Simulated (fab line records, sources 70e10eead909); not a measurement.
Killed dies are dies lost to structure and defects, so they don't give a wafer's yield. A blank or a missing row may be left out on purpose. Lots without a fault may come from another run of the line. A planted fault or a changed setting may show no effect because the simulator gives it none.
A struck lot beside a sound one | flow nand_harc | 15 steps out of a route of 1159
Sound: wafers L711.2, L711.3, L711.4. Struck: wafers L724.1, L724.2, L724.3. The cause comes at the end.
At each step with rows: each side's tool, then ch and its chambers, then its first start. Under that, the readings that differ: sound wafers | struck wafers | difference of the means | sigmas: that difference in standard deviations of wafers without a fault.
alike: readings whose means differ by less than 2 such deviations, and words and numbers that are the same on both sides. not compared: withheld readings, readings that some wafer has no value for, bounds like >300 that may hide the same value, and numbers for which the record gives no deviation and whose values overlap.
The two part at a step that has a row with sigmas, a row that says differs or no value, or rows on one side only. Numbers that don't overlap but have no deviation are shown without sigmas and don't part them. A reading that every wafer of one side lacks parts them only if that side has two wafers or more.

NHARC_A_M0_CD_MEAS_09: target cd 80 nm.
  sound on cd_sem-02 ch 0, day 18 05:21; struck on cd_sem-03 ch 0, day 21 16:43
  alike: cd_nm
NHARC_A_M0_OVL_MEAS_10: pitch 160 nm.
  sound on overlay-02, day 18 05:26; struck on overlay-02, day 21 16:48
  alike: overlay_x_nm, overlay_y_nm
NHARC_A_M0_INSPECT_11:
  sound on defect_inspect-01, day 18 05:28; struck on defect_inspect-02, day 21 16:50
  reading          | sound   | struck   | difference | sigmas
  raw_defect_count | 9 15 13 | 43 36 36 | +26        | +2
NHARC_A_M0_DESCUM_14: chemistry O2, time 3 s.
  sound on rie_diel-03 ch 1,2,3, day 18 05:32; struck on rie_diel-03 ch 0,1,3, day 21 16:54
  reading                | sound       | struck      | difference | sigmas
  rf_hours_counter_h (h) | 1.2 1.4 1.4 | 7.7 8.5 8.1 | +6.8       |
  alike: chamber_pressure_mTorr, drypump_motor_current_A, oes_product_au, rf_vpp_V, showerhead_plenum_p_Torr, throttle_valve_pct
NHARC_A_M0_ETCH_34: etches the open film in N2/H2, target depth 40 nm, overetch 12 nm, time 43.94 s.
  sound on rie_diel-03 ch 1,2,3, day 18 05:37; struck on rie_diel-03 ch 0,1,2, day 21 16:59
  reading                | sound       | struck      | difference | sigmas
  rf_hours_counter_h (h) | 1.4 1.2 1.4 | 8.1 8.1 7.7 | +6.6       |
  alike: bias_w, chamber_pressure_mTorr, drypump_motor_current_A, oes_product_au, rf_vpp_V, showerhead_plenum_p_Torr, throttle_valve_pct
NHARC_A_M0_ETCH_15: etches the open film in C4F8/Ar, target depth 150 nm, overetch 15 nm, time 82.5 s.
  sound on rie_diel-03 ch 1,2,3; struck on rie_diel-03 ch 0,1,2
  reading                | sound       | struck      | difference | sigmas
  rf_hours_counter_h (h) | 1.3 1.4 1.4 | 8.2 8.1 7.8 | +6.7       |
  alike: bias_w, chamber_pressure_mTorr, oes_product_au, rf_vpp_V
NHARC_A_M0_CD_MEAS_16:
  sound on cd_sem-03, day 18 05:50; struck on cd_sem-03, day 21 17:11
  alike: cd_nm
then, 2 steps without rows for these wafers: NHARC_A_M0_STRIP_18 (strips in N2/H2); NHARC_A_M0_STRIP_19 (strips in post etch residue remover, time 600 s).
NHARC_A_M0_DEGAS_28: time 60 s.
  sound on pvd_sputter-02, day 18 06:27; struck on pvd_sputter-02, day 21 17:49
  alike: heater_power_w
then, 1 step without rows for these wafers: NHARC_A_M0_PRE_CLEAN_29 (time 30 s).
NHARC_A_M0_PVD_20: deposits TaN, target thk 5 nm, time 8.06 s.
  sound on pvd_sputter-02; struck on pvd_sputter-02
  alike: bias_v, cathode_dc_power_W, throttle_valve_pct
NHARC_A_M0_PVD_21: deposits Cu, target thk 30 nm, time 20.49 s.
  sound on pvd_sputter-02, day 18 06:41; struck on pvd_sputter-02, day 21 18:02
  no value came back on the struck wafers for cathode_dc_power_W (W), chamber_pressure_pa (Pa), throttle_valve_pct (%); on the sound wafers cathode_dc_power_W (W) reads 5001.5 4999.1 5001.1
then, 1 step without rows for these wafers: NHARC_A_M0_ECD_22 (material Cu, target thk 400 nm).
NHARC_END_SORT_01:
  sound on prober-01 ch 0, day 20 09:13; struck on prober-01 ch 0, day 23 14:10
  reading                  | sound          | struck                                                               | difference                   | sigmas
  hold                     | - - -          | await_dispo/1.2h/scrap await_dispo/1.2h/scrap await_dispo/1.2h/scrap | no value on the sound wafers |
  defect_limited_yield (%) | 97.2 95.7 96.8 | 0 0 0                                                                | -97                          | -64
  killed_at_array          | 14 22 15       | 674 675 676                                                          | +658                         | +66
  killed_dies              | 19 29 22       | 677 677 677                                                          | +654                         | +65
  sort_bin_2_pct (%)       | 0.7 1.0 0.7    | 96.3 97.5 97.0                                                       | +96.1                        | +99 or more
  sort_n_pass              | 658 648 655    | 0 0 0                                                                | -654                         | -65
  sort_rim_yield_pct (%)   | 97.2 99.1 98.1 | 0 0 0                                                                | -98                          | -52
  sort_yield_pct (%)       | 97.2 95.7 96.8 | 0 0 0                                                                | -97                          | -64
  alike: killed_at_other, killed_at_periphery, killed_open, killed_short, sort_bin_3_pct, sort_bin_4_pct

WHERE THEY PART
First at NHARC_A_M0_INSPECT_11; last, within this record, at NHARC_END_SORT_01.

WHY: what the simulator had put in
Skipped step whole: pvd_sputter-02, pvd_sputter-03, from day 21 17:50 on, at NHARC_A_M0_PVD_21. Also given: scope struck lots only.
